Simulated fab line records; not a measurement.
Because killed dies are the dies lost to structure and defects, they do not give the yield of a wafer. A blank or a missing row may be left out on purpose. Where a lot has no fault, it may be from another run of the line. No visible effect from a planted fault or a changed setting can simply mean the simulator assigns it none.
Code-filled problem report in 8D (eight disciplines) form -- flow nandHarc -- the parts of the form that need people (team, actions taken, sign-off) are left out

== 1. THE PROBLEM ==
cdNm at NHARC_P_M0_CD_MEAS_09 reads a mean of 50.8 nm on 6 wafers of 2 lots; wafers without a fault read 89.6 nm with a standard deviation of 0.59. That is -66 standard deviations from the usual mean.
The step: target cd 90 nm.
Seen first at day 9 02:31 on cdSem-03, wafer L928.1. The record has a number at this step for 42 wafers belonging to 14 lots. The rule behind "out" and "out of limits": a value lying over 4 standard deviations away from the usual mean. Any other wafer with a number is counted as sound.

== 2. WHAT IT IS AND WHAT IT IS NOT ==
question,is,is not
which readings at this step,cdNm,-
which lots,"L928, L933","L917, L918, L919, L920, L922, L924, L925, L927, L929, L935, L936, L938"
which wafers of those lots,all that have a number,-
read on which gauges,cdSem-03,"cdSem-01, cdSem-02"
when,from day 9 02:31,"up to then (24 sound wafers); but 12 sound wafers of L929, L935, L936, L938 came after"

== 3. SUSPECTS, AND WHAT RULES EACH OUT ==
Counting: any tool at a process step up to the reading is kept as a suspect provided that every lot that is out went through it and no sound lot did after the first of them.
- ruled out: the gauge at NHARC_P_M0_CD_MEAS_09. All the wafers that are out were read on cdSem-03, but those of them that NHARC_P_M0_EXPOSE_06 has rows for are out there too, on other tools.
- arfiScanner-02 at NHARC_P_M0_EXPOSE_06 (exposes mask P M0, target cd 90 nm): kept. All lots that are out passed through it, beginning with L928 at day 9 02:23, and no sound lot followed; its final sound lot before that point was L927 at day 8 12:08. On those wafers its own readings are out: exposureDoseMJCm2.
The count leaves arfiScanner-02 at NHARC_P_M0_EXPOSE_06.

== 4. THE CAUSE (what the simulator had put in) ==
Process parameter drift: arfiScanner-02, from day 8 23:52 on, at NHARC_P_M0_EXPOSE_06. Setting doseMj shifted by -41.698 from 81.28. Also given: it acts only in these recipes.
This tool alone remained once counting was done.

== 5. THE EFFECT CHAIN, in route order ==
Each row: a reading where the mean over the struck wafers with a number is more than 3 standard deviations away from the usual. Only readings for which the record gives a usual standard deviation are gone through. hours: the time from each lot's start at the first step in this table that gives one to its start at this step, as a median over the lots. sigmas: the change in usual standard deviations.
hours,step,reading,usual,on struck wafers,change,sigmas
0,NHARC_P_M0_EXPOSE_06,exposureDoseMJCm2,81.21,43.70,-37.51,-99 or more
0,NHARC_P_M0_CD_MEAS_09,cdNm,89.6 nm,50.8,-38.8,-66
Here are the process steps it includes:
- NHARC_P_M0_EXPOSE_06: exposes mask P M0, target cd 90 nm.
Later measuring or inspecting steps at which every struck wafer that the step has a row for has a number for every such reading, and none has moved that far: NHARC_P_M0_OVL_MEAS_10, NHARC_P_M0_INSPECT_11.

== 6. WHAT WOULD HAVE CAUGHT IT SOONER ==
3 hours passed between the start of the fault at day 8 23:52 and the first reading out of limits at a measuring or inspecting step in this record, taken at day 9 02:31.
The tool's own readings at NHARC_P_M0_EXPOSE_06 were out on every struck wafer that the step has a row for (exposureDoseMJCm2): an alarm limit on them would have fired on the first of those.
L933, from the lots that are out (2), started NHARC_P_M0_EXPOSE_06 on arfiScanner-02 later than day 9 02:31. Had the tool been put on hold then, it would have been spared.
